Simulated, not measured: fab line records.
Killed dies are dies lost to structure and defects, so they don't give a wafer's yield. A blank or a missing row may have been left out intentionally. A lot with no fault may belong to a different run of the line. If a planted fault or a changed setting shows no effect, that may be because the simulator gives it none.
What tool caused it?	flow n5Finfet	11 lots, 30 wafers sampled, at 4 steps of a route of 1938

WHAT THE GAUGES READ, wafer by wafer
N5_BEOL_M6_THK_MEAS_53: measures by xrf.
lot	measured	on	M6_THK (nm)
L841	day 8 21:59	filmMetro-02	77.1 78.5 79.5
L847	day 9 19:59	filmMetro-01	76.9 74.6
L849	day 10 06:32	filmMetro-02	78.2 78.6
L852	day 11 11:56	filmMetro-01	78.9 79.3
L854	day 11 21:29	filmMetro-01	79.1 81.2 79.8
L856	day 12 09:53	filmMetro-01	78.4 78.7 77.5
L857	day 12 13:28	filmMetro-01	78.6 80.3 79.8
L860	day 13 06:02	filmMetro-02	79.9 80.8 79.2
L859	day 13 13:54	filmMetro-02	78.5 78.8 78.6
L861	day 13 20:31	filmMetro-02	75.5 78.5 76.0
L864	day 15 03:10	filmMetro-02	80.3 81.1 79.1

WHICH TOOL RAN EACH LOT (tool, then ch and the chambers of the sampled wafers, then the start)
lot	N5_BEOL_M6_PECVD_70	N5_BEOL_M6_ETCH_65	N5_BEOL_M6_CMP_52
L841	pecvd-01 ch 0,1,2, day 8 11:12	rieDiel-02 ch 1,2, day 8 18:13	cmp-02 ch 1,2,3, day 8 21:44
L847	pecvd-01 ch 1, day 9 13:27	rieDiel-03 ch 2, day 9 16:48	cmp-02 ch 1,3, day 9 19:49
L849	pecvd-01 ch 1, day 10 01:44	rieDiel-02 ch 0,2, day 10 03:56	cmp-04 ch 2, day 10 06:17
L852	pecvd-01 ch 0,1, day 11 05:24	rieDiel-03 ch 3, day 11 08:25	cmp-02 ch 2, day 11 11:40
L854	pecvd-03 ch 1,2, day 11 13:49	rieDiel-01 ch 0,1, day 11 18:40	cmp-02 ch 0,2,3, day 11 21:16
L856	pecvd-03 ch 0,1, day 12 02:04	rieDiel-02 ch 1,2, day 12 06:13	cmp-02 ch 0,1, day 12 09:35
L857	pecvd-03 ch 0,1,2, day 12 07:32	rieDiel-01 ch 1,2,3, day 12 10:38	cmp-02 ch 1,2,3, day 12 13:14
L860	pecvd-03 ch 0,2, day 13 00:56	rieDiel-03 ch 0,1,2, day 13 02:44	cmp-04 ch 1,2,3, day 13 05:44
L859	pecvd-03 ch 0,1,2, day 13 07:32	rieDiel-02 ch 1,2, day 13 10:20	cmp-03 ch 1,2, day 13 13:36
L861	pecvd-04 ch 0,2, day 13 11:17	rieDiel-03 ch 2,3, day 13 17:21	cmp-02 ch 0,3, day 13 20:13
L864	pecvd-01 ch 1,2, day 14 16:52	rieDiel-03 ch 1,3, day 14 22:41	cmp-04 ch 1,2,3, day 15 02:57
- N5_BEOL_M6_PECVD_70: deposits SiO2 from TEOS/O2, target thk 20 nm, time 22.7 s.
- N5_BEOL_M6_ETCH_65: etches SiARC in CF4, target depth 15.6 nm, time 26 s.
- N5_BEOL_M6_CMP_52: polishes, stops on SiCOH lowk, t overpolish 6.9 s, target thk 80 nm.

AS READ BY THE TOOLS THEMSELVES (means over the sampled wafers that have a number; for cases with no such wafer, the mark the record gives instead)
N5_BEOL_M6_PECVD_70.
lot	tool	heaterPowerW (W)	showerheadPlenumPTorr (Torr)	throttleValvePct (%)
L841	pecvd-01	725	8.77	23.0
L847	pecvd-01	742	8.81	23.2
L849	pecvd-01	802	8.81	23.1
L852	pecvd-01	816	8.77	22.5
L854	pecvd-03	673	8.84	22.3
L856	pecvd-03	743	8.83	23.0
L857	pecvd-03	660	8.83	23.3
L860	pecvd-03	617	8.83	24.2
L859	pecvd-03	686	8.84	23.2
L861	pecvd-04	756	8.75	23.2
L864	pecvd-01	641	8.78	22.0

N5_BEOL_M6_ETCH_65.
lot	tool	drypumpMotorCurrentA (A)	etchRfOnTimeS (s)	oesProductAu (a.u.)	rfVppV (V)	showerheadPlenumPTorr (Torr)	throttleValvePct (%)
L841	rieDiel-02	5.1	25.92	0.66	183.4	2.09	15.64
L847	rieDiel-03	6.4	26.10	0.60	183.6	2.03	15.58
L849	rieDiel-02	5.5	26.02	0.72	185.8	2.17	15.50
L852	rieDiel-03	6.3	25.33	0.81	184.1	2.11	15.49
L854	rieDiel-01	6.0	25.59	0.73	183.4	2.11	15.30
L856	rieDiel-02	5.1	25.99	0.82	185.4	2.25	15.36
L857	rieDiel-01	5.8	25.69	0.68	184.1	2.15	15.39
L860	rieDiel-03	6.2	26.32	0.64	183.6	2.10	15.47
L859	rieDiel-02	5.3	26.11	0.77	185.2	2.21	15.59
L861	rieDiel-03	6.4	26.04	0.65	182.6	2.05	15.60
L864	rieDiel-03	6.0	25.91	0.79	184.3	2.16	15.32

N5_BEOL_M6_CMP_52.
lot	tool	barrierFieldEndpointS (s)	headPressurePsi (psi)	motorCurrentA (A)
L841	cmp-02	28.4	0.9982	6.4
L847	cmp-02	33.0	1.0000	6.2
L849	cmp-04	31.8	0.9946	6.3
L852	cmp-02	37.7	0.9974	6.8
L854	cmp-02	29.1	0.9998	6.6
L856	cmp-02	28.3	0.9972	6.7
L857	cmp-02	28.5	1.0012	6.5
L860	cmp-04	29.3	1.0003	6.2
L859	cmp-03	29.1	0.9998	5.8
L861	cmp-02	29.1	0.9990	6.6
L864	cmp-04	28.6	1.0003	6.4

THE ANSWER, worked out from the rows above alone
Rule: the lots themselves supply what counts as usual. The widest of any qualifying gaps counts: lots, ordered by their means at a reading, are off when they make up no more than a third of the lots, leave a main group of 4 or more, and stand apart from it by 3 or more times the standard deviation of that group's means. A main group whose means are all the same, to the digits that the tables above print for the reading, isn't used. A lot without any number at a reading at which 4 lots or more have one is off too. All remaining lots with rows at the step are treated as sound. The gauges are gone through in route order, then the tools' own readings, and for those a lot's mean is taken as printed above. The first step at which some lot is off is used, and at that step the reading that is off furthest; a lot without a number counts as furthest.
Off: L847, L849, L852 (N5_BEOL_M6_CMP_52, barrierFieldEndpointS). For the main group the mean is 28.8 s and the standard deviation 0.36.
If a tool, at that step or one of the process steps before it, ran each lot that is off and ran no sound lot following the first of them, it fits. Not one of the candidates tried fits.

WHAT THE SIMULATOR PUT IN
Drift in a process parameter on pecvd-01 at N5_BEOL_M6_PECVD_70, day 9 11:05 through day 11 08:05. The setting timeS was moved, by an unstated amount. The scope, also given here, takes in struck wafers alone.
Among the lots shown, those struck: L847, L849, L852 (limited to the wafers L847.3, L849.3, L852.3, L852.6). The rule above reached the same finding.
